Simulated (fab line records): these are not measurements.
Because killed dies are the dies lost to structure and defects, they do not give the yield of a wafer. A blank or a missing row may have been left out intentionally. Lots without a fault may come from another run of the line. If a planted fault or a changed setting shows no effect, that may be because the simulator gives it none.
Chamber matching + flow n5-finfet + N5_STI_FIN_REVEAL_STRIP_24 on rie-diel-01: 4 sister chambers
The step strips in N2/H2, time 90 s. 4 wafers are shown with their chamber, then 9 later ones without.

WAFERS, EACH WITH ITS CHAMBER
| wafer  | chamber | showerhead-plenum-p-Torr (Torr) |
|--------|---------|---------------------------------|
| L078.6 | 3       | 3.47                            |
| L084.3 | 0       | 3.23                            |
| L084.5 | 1       | 3.28                            |
| L084.6 | 2       | 3.12                            |

WAFERS MISSING THEIR CHAMBER
| wafer  | showerhead-plenum-p-Torr (Torr) |
|--------|---------------------------------|
| L086.4 | 3.27                            |
| L086.5 | 3.46                            |
| L086.6 | 3.12                            |
| L088.1 | 3.27                            |
| L088.2 | 3.22                            |
| L088.4 | 3.46                            |
| L091.1 | 3.22                            |
| L091.2 | 3.27                            |
| L091.3 | 3.11                            |

WHICH CHAMBER EACH ONE RAN IN
| wafer  | from the rows above | in truth |
|--------|---------------------|----------|
| L086.4 | 1                   | 1        |
| L086.5 | 3                   | 3        |
| L086.6 | 2                   | 2        |
| L088.1 | 1                   | 1        |
| L088.2 | 0                   | 0        |
| L088.4 | 3                   | 3        |
| L091.1 | 0                   | 0        |
| L091.2 | 1                   | 1        |
| L091.3 | 2                   | 2        |
Correct placement for 9 of the 9. Number that these rows cannot place: 0. Number placed wrongly: 0.
How it was worked out, from the rows above alone: a wafer's distance from a chamber is the root of the sum, over the readings, of the square of ((its reading less the chamber's mean) divided by the reading's scatter). If the next closest chamber is less than 2 further off than the closest, the wafer can't be placed; otherwise it belongs to the closest. A chamber's mean is the mean of its shown wafers. The scatter: with one shown wafer a chamber, the root of the mean of the squares of how far each hidden wafer lies from its nearest shown one.
